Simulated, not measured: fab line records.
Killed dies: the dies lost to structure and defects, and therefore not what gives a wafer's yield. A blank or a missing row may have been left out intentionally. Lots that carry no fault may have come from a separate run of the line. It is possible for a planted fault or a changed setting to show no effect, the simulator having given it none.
One fault through the eyes of 2 desks + flow n5 finfet + what lay behind the numbers comes last; until then each desk has only its own

FOR THE TOOL OWNER'S DESK: rie metal-01
The tool's own readings at N5_GATE_CUT_CUT_ETCH_54 (etches TiN in Cl2/BCl3, target depth 96.7 nm): means of the sampled wafers that have a number, for each lot that ran on this tool. The brackets show how far a lot's mean lies from the usual mean; more than 4 standard deviations puts the lot out of limits, marked OUT.
Columns: A = drypump motor current A at N5_GATE_CUT_CUT_ETCH_54, usual 5.6 A; B = etch rf on time s at N5_GATE_CUT_CUT_ETCH_54, usual 36.8 s; C = he backside leak sccm at N5_GATE_CUT_CUT_ETCH_54, usual 3.43 sccm; D = oes product au at N5_GATE_CUT_CUT_ETCH_54, usual 0.67 a.u.; E = rf fwd power W at N5_GATE_CUT_CUT_ETCH_54, usual 981 W; F = throttle valve pct at N5_GATE_CUT_CUT_ETCH_54, usual 22.39 %
| lot  | first seen here | A   | B    | C    | D    | E              | F     |
|------|-----------------|-----|------|------|------|----------------|-------|
| L769 | day 4 12:28     | 4.9 | 36.5 | 3.10 | 0.87 | 988            | 22.73 |
| L781 | day 7 14:49     | 5.2 | 34.4 | 3.21 | 0.76 | 1063 (+16) OUT | 22.52 |
| L782 | day 7 20:18     | 5.2 | 34.2 | 3.22 | 0.76 | 1064 (+16) OUT | 22.52 |
This desk's verdict: out of limits on L781, L782, starting with L781 at day 7 14:49 (rf fwd power W at N5_GATE_CUT_CUT_ETCH_54). L769: within limits.

METROLOGY DESK
What the gauges read for every lot (on any tool): the sampled wafers with a number, averaged. The brackets show how far a lot's mean lies from the usual mean; more than 4 standard deviations puts the lot out of limits, marked OUT. It has 10 readings; the 7 that lie furthest out on some lot are the ones shown.
Columns: A = DIBL_N at N5_BEOL_M4_RC_MEAS_101, usual 37.5 mV/V; B = DIBL_P at N5_BEOL_M4_RC_MEAS_101, usual 37.3 mV/V; C = IOFF_N at N5_BEOL_M4_RC_MEAS_101, usual 0.18 nA/um; D = ION_N at N5_BEOL_M4_RC_MEAS_101, usual 677 uA/um; E = SS_N at N5_BEOL_M4_RC_MEAS_101, usual 72.0 mV/dec; F = SS_P at N5_BEOL_M4_RC_MEAS_101, usual 73.5 mV/dec; G = VT_N at N5_BEOL_M4_RC_MEAS_101, usual 249 mV
| lot  | first seen here | A    | B    | C    | D   | E    | F    | G   |
|------|-----------------|------|------|------|-----|------|------|-----|
| L770 | day 7 19:20     | 38.3 | 37.6 | 0.21 | 678 | 72.3 | 73.9 | 245 |
| L769 | day 8 00:23     | 38.7 | 38.1 | 0.19 | 675 | 72.4 | 73.7 | 250 |
| L781 | day 11 03:20    | 39.4 | 40.2 | 0.22 | 681 | 72.8 | 74.4 | 246 |
| L782 | day 11 05:46    | 36.9 | 37.3 | 0.16 | 672 | 71.2 | 73.0 | 251 |
| L785 | day 12 09:42    | 40.3 | 39.7 | 0.22 | 693 | 72.9 | 74.5 | 246 |
| L788 | day 12 19:32    | 37.5 | 37.0 | 0.16 | 678 | 71.8 | 73.0 | 250 |
| L789 | day 13 05:11    | 39.7 | 40.5 | 0.21 | 685 | 72.3 | 74.5 | 245 |
| L791 | day 13 12:23    | 36.5 | 37.2 | 0.17 | 674 | 72.0 | 73.3 | 250 |
| L792 | day 13 19:59    | 38.9 | 38.9 | 0.21 | 682 | 72.0 | 74.0 | 248 |
This desk's verdict: no lot among the 9 shows anything out of limits.

TAKEN TOGETHER
At day 7 14:49, on L781, L782, the tool owner's desk was in a position to raise an alarm.
The metrology desk saw nothing out of limits.
The metrology desk holds a record of L781, L782, inside its limits.
The lots listed all ran N5_GATE_CUT_CUT_ETCH_54 on rie metal-01.

WHAT THE SIMULATOR HAD INSERTED
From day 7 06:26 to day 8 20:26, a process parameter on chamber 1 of rie metal-01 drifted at N5_GATE_CUT_CUT_ETCH_54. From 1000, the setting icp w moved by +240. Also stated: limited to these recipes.
Shown lots that were struck: L781, L782.
Hours from the fault's start to each desk's first reading out of limits: the tool owner's desk, 8.
